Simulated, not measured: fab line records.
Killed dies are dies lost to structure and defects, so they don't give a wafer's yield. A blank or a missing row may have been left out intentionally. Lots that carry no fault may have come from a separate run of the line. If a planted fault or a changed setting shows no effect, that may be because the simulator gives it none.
fab line records	flow n5Finfet
record: lots: 11	wafers: 33	lastDay: 18
route steps=1938 shown BEOL_M12@1647 PASSIVATION@1910
lots that met no fault: from a run of the same line without faults
startH: hours from the record's opening day to when the first of the lot's shown wafers began	waitH: hours from the lot's prior step to this one	" as in the row above	L1.1+2: a row that stands for several wafers	- no value, or no start was given	* or withheld: withheld	< > ~ a bound
route shown NAME@n: names a module that has steps shown in the file, with the first one's number in the route	usual: mean/standard deviation of fault-free wafers	same: alike in all rows	chamber/n: place in a boat	sites: each site's reading	_std_site: the standard deviation of these	_edge_site: outer sites' mean less inner sites'	radiusMm: how far each site lies from the wafer's centre	mask NAME#n: copy n	behind: tool/chamber where the wafer was last shaped	hold: reason for holding the lot/hours on hold/outcome of the hold	device: whichever transistor did not switch (one of n, p or np)	end of line: tests run on the same wafers once the route is complete	a step with no rows: only its recipe	killed: dies lost to structure and defects at the first sort, not the wafer's yield	map: a wafer's dies, marking killed ones x, the rest . and places with no die _
set.NAME: the setting that was run; set.NAME@STEP: the one run at that earlier step	model.NAME: the simulator's own value behind a step, which no gauge read
one table for each step of the route and one row for each wafer, over a sample of lots
services: when a tool's chamber went out of use (startH, in hours from the record's first day, below 0 if earlier), for how many hours, and the reason
== steps ==
step: N5_BEOL_M12_PRE_CLEAN_42
recipe: gas: H2/He	timeS: 30	tempC: 250
usual: heaterPowerW: 332/32
lot.wafer	tool	chamber	startH	waitH	heaterPowerW
L147.1	pvdSputter-03	-	243.51	0.0	369
L147.3	"	-	"	"	355
L147.5	"	-	"	"	350
L146.2	pvdSputter-02	-	243.56	0.0	327
L146.3	"	-	"	"	400
L146.6	"	-	"	"	322
L150.2	pvdSputter-02	-	260.66	0.0	319
L150.3	"	-	"	"	324
L150.6	"	-	"	"	322
L151.1	pvdSputter-02	-	268.41	0.0	394
L151.2	"	-	"	"	328
L151.5	"	-	"	"	327
L152.1	pvdSputter-03	-	275.79	0.0	303
L152.4	"	-	"	"	317
L152.5	"	-	"	"	297
L154.1	pvdSputter-02	-	298.22	0.0	388
L154.2	"	-	"	"	319
L154.4	"	-	"	"	331
L153.3	pvdSputter-01	-	298.28	0.0	274
L153.4	"	-	"	"	355
L153.6	"	-	"	"	280
L155.1	pvdSputter-01	-	301.06	0.0	278
L155.3	"	-	"	"	285
L155.5	"	-	"	"	349
L161.2	pvdSputter-02	-	345.56	0.0	320
L161.4	"	-	"	"	381
L161.5	"	-	"	"	332
L164.1	pvdSputter-03	-	352.66	0.0	303
L164.2	"	-	"	"	350
L164.3	"	-	"	"	311
L168.1	pvdSputter-03	-	397.75	0.0	300
L168.4	"	-	"	"	371
L168.5	"	-	"	"	307
step: N5_PASSIVATION_ETCH_59
recipe: chemistry: Cl2/BCl3	target: TaN	targetDepthA: 650	timeS: 34.9	ionEnergyEv: 100	pressureMtorr: 10	icpW: 900	biasW: 100	Cl2_flow_sccm: 60	bcl3FlowSccm: 30
usual: bcl3FlowSccm: 29.99/0.087	chamberPressureMTorr: 9.999/0.01	drypumpMotorCurrentA: 5.95/0.29	heBacksideLeakSccm: 3.25/0.15	oesProductAu: 0.82/0.088	throttleValvePct: 21.18/0.19
lot.wafer	tool	chamber	startH	waitH	bcl3FlowSccm	chamberPressureMTorr	drypumpMotorCurrentA	heBacksideLeakSccm	oesProductAu	rfHoursCounterH	throttleValvePct
L146.2	rieMetal-03	1	278.07	0.6	30.08	9.993	5.99	3.18	0.76	-	21.18
L146.3	"	1	"	"	30.04	9.997	5.98	3.17	0.76	-	21.17
L146.6	"	1	"	"	29.95	10.009	5.98	3.48	0.76	-	21.17
L147.1	rieMetal-01	0	282.53	0.7	30.02	9.997	6.28	3.10	0.74	46	21.09
L147.3	"	0	"	"	30.08	9.991	6.26	3.08	0.75	-	21.06
L147.5	"	0	"	"	30.07	10.003	6.25	3.08	0.74	-	21.07
L150.2	rieMetal-03	1	300.60	0.3	29.99	9.999	5.99	3.51	0.75	47	21.19
L150.3	"	0	"	"	29.85	10.007	6.13	3.34	0.96	-	20.83
L150.6	"	1	"	"	30.07	9.997	5.99	3.35	0.76	-	21.18
L151.1	rieMetal-01	1	308.56	0.3	29.97	10.000	6.18	3.28	0.90	13	21.09
L151.2	"	0	"	"	29.96	10.003	6.25	3.05	0.74	49	21.07
L151.5	"	1	"	"	29.83	10.010	6.18	3.40	0.89	-	21.09
L152.1	rieMetal-01	0	310.11	0.3	29.86	9.999	6.29	3.34	0.74	49	21.06
L152.4	"	0	"	"	29.90	10.014	6.24	3.23	0.74	-	21.05
L152.5	"	0	"	"	29.81	10.008	6.25	3.16	0.74	-	21.04
L153.3	rieMetal-01	1	326.61	0.2	29.97	9.997	6.17	3.24	0.89	-	21.08
L153.4	"	0	"	"	29.87	9.988	6.26	3.45	0.74	-	21.05
L153.6	"	1	"	"	30.14	10.000	6.18	3.15	0.89	-	21.08
L154.1	rieMetal-02	1	326.75	0.3	30.00	9.988	5.44	3.18	0.95	1	21.16
L154.2	"	0	"	"	29.95	10.004	5.79	3.24	0.90	8	21.51
L154.4	"	1	"	"	30.07	10.014	5.45	3.17	0.93	-	21.15
L155.1	rieMetal-02	0	331.05	0.3	29.94	10.004	5.78	3.37	0.89	9	21.52
L155.3	"	0	"	"	29.94	9.991	5.77	3.42	0.89	-	21.53
L155.5	"	1	"	"	29.90	9.999	5.46	3.21	0.93	-	21.16
L161.2	rieMetal-03	0	373.72	0.3	29.93	10.008	6.13	3.17	0.90	6	20.89
L161.4	"	1	"	"	29.96	9.983	6.01	3.13	0.74	-	21.20
L161.5	"	0	"	"	29.98	9.994	6.15	3.26	0.90	-	20.86
L164.1	rieMetal-01	1	387.55	0.3	29.93	10.003	6.21	3.41	0.85	20	21.10
L164.2	"	0	"	"	30.08	10.025	6.26	3.40	0.72	57	21.09
L164.3	"	0	"	"	30.01	9.997	6.27	3.14	0.73	-	21.08
L168.1	rieMetal-02	1	433.63	0.3	29.98	10.016	5.46	3.22	0.86	11	21.19
L168.4	"	0	"	"	29.92	10.000	5.80	3.33	0.85	-	21.54
L168.5	"	1	"	"	29.97	9.993	5.47	3.15	0.85	-	21.21
step: N5_PASSIVATION_STRIP_34
recipe: chemistry: O2	powerW: 600	tempC: 60	pressureMtorr: 30	rfFrequencyHz: 6e+07	biasPowerW: 0	overashFraction: 2	o2FlowSccm: 225
usual: chamberPressureMTorr: 29.99/0.082	drypumpMotorCurrentA: 5.7/0.42	o2FlowSccm: 224.9/0.71	oesProductAu: 0.83/0.069	rfVppV: 3.9/1.7	showerheadPlenumPTorr: 2.10/0.072	throttleValvePct: 16.50/0.17
same: biasPowerW: 0
lot.wafer	tool	chamber	startH	waitH	chamberPressureMTorr	drypumpMotorCurrentA	o2FlowSccm	oesProductAu	rfHoursCounterH	rfVppV	showerheadPlenumPTorr	throttleValvePct
L146.2	rieDiel-05	1	278.33	0.2	29.89	5.7	226.2	0.79	81	2.3	2.03	16.69
L146.3	"	3	"	"	29.95	5.2	224.7	0.84	68	0.4	2.21	16.53
L146.6	"	3	"	"	30.01	5.2	224.8	0.84	-	1.0	2.21	16.54
L147.1	rieDiel-05	1	282.78	0.2	30.09	5.6	225.3	0.81	82	3.5	2.03	16.72
L147.3	"	0	"	"	29.94	5.8	224.7	0.85	64	3.9	2.03	16.48
L147.5	"	0	"	"	30.01	5.8	224.5	0.86	-	3.0	2.03	16.49
L150.2	rieDiel-05	1	300.72	0.1	29.86	5.7	225.2	0.80	88	4.9	2.03	16.69
L150.3	"	0	"	"	29.96	5.8	224.7	0.84	70	3.9	2.03	16.58
L150.6	"	1	"	"	30.11	5.6	224.7	0.79	-	2.4	2.03	16.71
L151.1	rieDiel-04	0	308.79	0.2	30.02	5.2	225.0	0.84	43	4.9	2.03	16.10
L151.2	"	2	"	"	30.09	5.8	224.0	0.93	28	7.5	2.03	16.37
L151.5	"	2	"	"	30.10	5.8	223.9	0.93	-	2.4	2.03	16.40
L152.1	rieDiel-05	1	310.23	0.1	30.09	5.6	225.1	0.80	91	5.5	2.03	16.75
L152.4	"	3	"	"	30.04	5.2	224.4	0.84	79	5.8	2.20	16.57
L152.5	"	1	"	"	29.93	5.6	226.3	0.80	-	4.0	2.03	16.66
L153.3	rieDiel-02	2	326.69	0.1	30.05	6.2	224.0	0.77	126	4.4	2.20	16.54
L153.4	"	0	"	"	30.12	5.8	225.4	0.68	239	5.0	1.98	16.77
L153.6	"	1	"	"	30.05	5.2	224.2	0.79	-	2.7	2.11	16.56
L154.1	rieDiel-02	0	326.87	0.1	30.01	5.8	224.8	0.68	239	5.2	1.98	16.74
L154.2	"	3	"	"	29.78	5.7	225.0	0.83	64	3.3	2.12	16.28
L154.4	"	1	"	"	29.91	5.2	224.2	0.78	102	4.8	2.11	16.62
L155.1	rieDiel-04	2	331.16	0.1	29.99	5.8	224.2	0.90	37	5.6	2.03	16.41
L155.3	"	1	"	"	29.90	5.4	224.5	0.80	96	4.1	2.12	16.59
L155.5	"	0	"	"	29.95	5.2	225.5	0.87	-	4.3	2.03	16.14
L161.2	rieDiel-05	1	373.84	0.1	30.02	5.6	225.7	0.75	112	6.1	2.02	16.71
L161.4	"	0	"	"	29.97	5.8	223.6	0.83	-	4.5	2.02	16.54
L161.5	"	1	"	"	30.12	5.7	225.6	0.77	-	3.3	2.02	16.75
L164.1	rieDiel-02	3	387.66	0.1	29.88	5.6	225.5	0.81	87	3.1	2.11	16.36
L164.2	"	2	"	"	29.99	6.2	224.4	0.75	147	4.6	2.19	16.60
L164.3	"	0	"	"	29.86	5.8	226.1	0.97	2	3.3	2.24	16.25
L168.1	rieDiel-05	1	433.77	0.1	30.05	5.6	224.7	0.75	132	2.4	2.01	16.73
L168.4	"	3	"	"	30.09	5.2	226.1	0.80	117	2.3	2.19	16.66
L168.5	"	0	"	"	30.03	5.8	224.9	0.78	-	6.1	2.01	16.63
step: N5_PASSIVATION_PROBE_49
usual: defectLimitedYield: 91.3/1.7	killed_at_M0_to_M3: 33/11	killed_at_M4_up: 14/5.5	killedAtContacts: 13/6.5	killedAtFrontEnd: 39/13	killedAtOther: 3.4/2.9	killedDies: 103/20	killedOnRim: 14/4.3	killedOpen: 69/15	killedShort: 32/8.1	sort_bin_5_function: 5.1/1.1	sort_bin_6_memory: 3.3/0.74	sort_bin_8_speed: 0.00/0.014	sortNPass: 1077/20	sortYieldPct: 91.3/1.7
same: grossDies: 1180	killedAtBackSide: 0	sort_bin_4_leakage[%]: 0
lot.wafer	tool	chamber	startH	waitH	defectLimitedYield[%]	killed_at_M0_to_M3	killed_at_M4_up	killedAtContacts	killedAtFrontEnd	killedAtOther	killedDies	killedOnRim	killedOpen	killedShort	sort_bin_5_function[%]	sort_bin_6_memory[%]	sort_bin_8_speed[%]	sortNPass	sortYieldPct[%]
L161.2	prober-01	-	378.19	0.1	91.6	25	17	14	43	0	99	9	68	30	5.3	3.0	0	1081	91.6
L161.4	prober-01	-	378.29	0.2	78.1	50	160	10	37	1	258	24	83	26	11.3	6.4	0	922	78.1
L161.5	prober-01	-	378.34	0.2	90.8	34	9	18	42	5	108	14	82	26	4.7	4.2	0	1072	90.8
killed by level:class
L161.2 FIN_SAQP:geometricParticle:open=18 MOL_CONTACT_COAG:geometricParticle:open=11 BEOL_M6:geometricParticle:open=6 FIN_SAQP:geometricParticle:short=5 BEOL_M3:geometricParticle:open=5 BEOL_M1:geometricParticle:open=5 BEOL_M2:geometricParticle:open=5 STI_FIN_REVEAL:geometricParticle:open=3
L161.4 BEOL_M12:unspecified=149 FIN_SAQP:geometricParticle:open=15 BEOL_M0_SAQP:geometricParticle:open=14 STI_FIN_REVEAL:geometricParticle:open=11 BEOL_M3:geometricParticle:open=10 BEOL_M1:geometricParticle:open=9 MOL_CONTACT_COAG:geometricParticle:open=9 BEOL_M0_SAQP:geometricParticle:short=9
L161.5 MOL_CONTACT_COAG:geometricParticle:open=15 FIN_SAQP:geometricParticle:open=12 BEOL_M2:geometricParticle:open=10 BEOL_M0_SAQP:geometricParticle:open=8 BEOL_M0_SAQP:geometricParticle:short=7 FIN_SAQP:geometricParticle:short=6 DUMMY_GATE:geometricParticle:open=5 STARTING-WAFER:geometricParticle:open=5
== services ==
tool	chamber	startH	hours	kind
rieMetal-03	0	255.44	-	clean
rieMetal-03	0	255.44	26.1	scheduledDown
rieMetal-03	0	255.44	26.1	ventCycle
rieMetal-01	1	276.01	6.2	repair
rieDiel-04	3	302.35	11.0	repair
rieMetal-02	1	303.59	-	clean
rieMetal-02	1	303.59	18.1	scheduledDown
rieMetal-02	1	303.59	18.1	ventCycle
rieDiel-05	-	312.36	2.8	pm
rieMetal-02	0	320.82	3.8	repair
pvdSputter-01	-	336.32	11.7	repair
rieDiel-04	-	337.78	6.8	repair
rieDiel-02	-	344.64	0.3	repair
rieMetal-03	-	350.73	2.8	pm
rieDiel-05	3	351.58	8.8	repair
rieDiel-02	0	354.63	-	clean
rieDiel-02	0	354.63	-	consumableReplace:focusRing
rieDiel-02	0	354.63	-	consumableReplace:showerhead
pvdSputter-02	-	357.05	3.6	repair
rieDiel-05	2	364.74	10.6	repair
pvdSputter-03	-	367.80	5.5	repair
rieDiel-04	-	406.79	0.3	repair
pvdSputter-03	-	412.75	5.3	repair
pvdSputter-02	-	424.66	1.6	repair
== key ==
firstSign: step: N5_PASSIVATION_PROBE_49	reading: killed_at_M4_up	direction: up	sigmas: 27	usual: 14	struck: 160
effect: step: N5_PASSIVATION_PROBE_49	reading: killedDies	direction: up	sigmas: 7.7	usual: 103	struck: 258
moreKillsBornAt: N5_BEOL_M12_PRE_CLEAN_42@pvdSputter-02: 149
metAt N5_BEOL_M12_PRE_CLEAN_42
struckLots L161
struckWafers L161.4
notActingAt N5_PASSIVATION_ETCH_59,N5_PASSIVATION_STRIP_34
onsetBetween 298.22 345.56
fault: kind: chamberParticleSource	tool: pvdSputter-02	chamber: -	onsetH: 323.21	steps: N5_BEOL_M12_PRE_CLEAN_42	ratePerVisitCm2: 2.1744	endH: 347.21	scope: struckWafersOnly
